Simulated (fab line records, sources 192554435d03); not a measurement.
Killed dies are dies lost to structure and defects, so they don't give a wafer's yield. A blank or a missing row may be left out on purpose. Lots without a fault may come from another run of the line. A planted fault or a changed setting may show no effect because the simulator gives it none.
A struck lot beside a sound one | flow n5_finfet | 15 steps out of a route of 1938
Sound: wafers L990.1, L990.2, L990.3. Struck: wafers L105.3, L105.5, L105.6. The cause comes at the end.
At each step with rows: each side's tool, then ch and its chambers, then its first start. Under that, the readings that differ: sound wafers | struck wafers | difference of the means | sigmas: that difference in standard deviations of wafers without a fault.
alike: readings whose means differ by less than 2 such deviations, and words and numbers that are the same on both sides. not compared: withheld readings, readings that some wafer has no value for, bounds like >300 that may hide the same value, and numbers for which the record gives no deviation and whose values overlap.
The two part at a step that has a row with sigmas, a row that says differs or no value, or rows on one side only. Numbers that don't overlap but have no deviation are shown without sigmas and don't part them. A reading that every wafer of one side lacks parts them only if that side has two wafers or more.

N5_GATE_CUT_STRIP_21: strips in N2/H2, time 30 s.
  sound on plasma_asher-01 ch 0,1, day 5 16:04; struck on plasma_asher-01 ch 0,1, day 9 02:16
  alike: drypump_motor_current_A, h2_flow_sccm, heater_power_w, n2_flow_sccm
  not compared: rf_hours_counter_h
then, 2 steps without rows for these wafers: N5_GATE_CUT_STRIP_29 (strips in post etch residue remover, time 60 s); N5_GATE_CUT_SRD_52 (time 30 s).
N5_GATE_CUT_ALD_22: deposits SiNx, target thk 16 nm, pulse time 1 s, ald cycles 320.
  sound on ald_sin-04 ch 0,2,3, day 5 16:13; struck on ald_sin-03 ch 0,2, day 9 02:23
  alike: heater_power_w, precursor_pulse_height_rel
  not compared: since_wet_clean_h
N5_GATE_CUT_CMP_23: polishes, stops on SiO2, t overpolish 23.4 s, target thk 16 nm.
  sound on cmp-01 ch 0,2,3, day 5 17:43; struck on cmp-01 ch 0,1,3, day 9 04:00
  alike: motor_current_A, overpolish_run_s, time_to_endpoint_s
N5_GATE_CUT_THK_MEAS_24:
  sound on film_metro-02, day 5 18:00; struck on film_metro-01, day 9 04:11
  alike: GC_FILL_THK
N5_GATE_CUT_CMP_43: polishes SiO2.
  sound on cmp-04 ch 0,1,2, day 5 18:02; struck on cmp-03 ch 1,2, day 9 04:13
  alike: motor_current_A
N5_GATE_CUT_CMP_61: polishes, stops on SiNx, t overpolish 3 s.
  sound on cmp-04 ch 0,1,2, day 5 21:39; struck on cmp-03 ch 1,2, day 9 04:41
  alike: motor_current_A
N5_GATE_CUT_INSPECT_26: inspects for defects (darkfield).
  sound on defect_inspect-02, day 5 21:53; struck on defect_inspect-02, day 9 04:55
  alike: raw_defect_count
then, 2 steps without rows for these wafers: N5_MOL_CONTACT_COAG_COAT_103 (time 60 s, resist thk 80 nm); N5_MOL_CONTACT_COAG_COAT_104 (time 60 s, resist thk 12 nm).
N5_MOL_CONTACT_COAG_COAT_58: time 60 s, resist thk 10 nm.
  sound on litho_track-03 ch 0, day 5 21:55; struck on litho_track-04 ch 0, day 9 04:58
  reading                  | sound                | struck               | difference | sigmas
  heater_power_total_W (W) | 390.9 391.3 389.5    | 382.9 383.0 379.1    | -8.9       | -6
  plate_temp_C (C)         | 204.76 204.53 205.01 | 200.49 200.50 200.60 | -4.24      | -25
  alike: exhaust_pa
then, 1 step without rows for these wafers: N5_MOL_CONTACT_COAG_COAT_02 (resist thk 30 nm).
-- the record jumps here: 6 days lie between the struck wafers' starts before and after (it left off in module MOL_CONTACT_COAG and takes up again in module BEOL_M4, whose first step shown is number 1111 of the route) --
N5_BEOL_M4_RC_MEAS_101:
  sound on prober-02 ch 0, day 11 03:59; struck on prober-02 ch 0, day 15 03:44
  alike: DIBL_N, DIBL_P, IOFF_N, IOFF_P, ION_N, ION_P, SS_N, SS_P, VT_N, VT_P
-- the record jumps here: 5 days lie between the struck wafers' starts before and after (it left off in module BEOL_M4 and takes up again in module PASSIVATION, whose first step shown is number 1936 of the route) --
N5_PASSIVATION_PROBE_49:
  the record has rows for the struck wafers here (prober-02, day 20 05:35) and none for the sound ones

WHERE THEY PART
First at N5_MOL_CONTACT_COAG_COAT_58; last, within this record, at N5_PASSIVATION_PROBE_49.

WHY: what the simulator had put in
Process parameter drift: litho_track-04, from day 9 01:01 on, at N5_MOL_CONTACT_COAG_COAT_58. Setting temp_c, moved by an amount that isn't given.
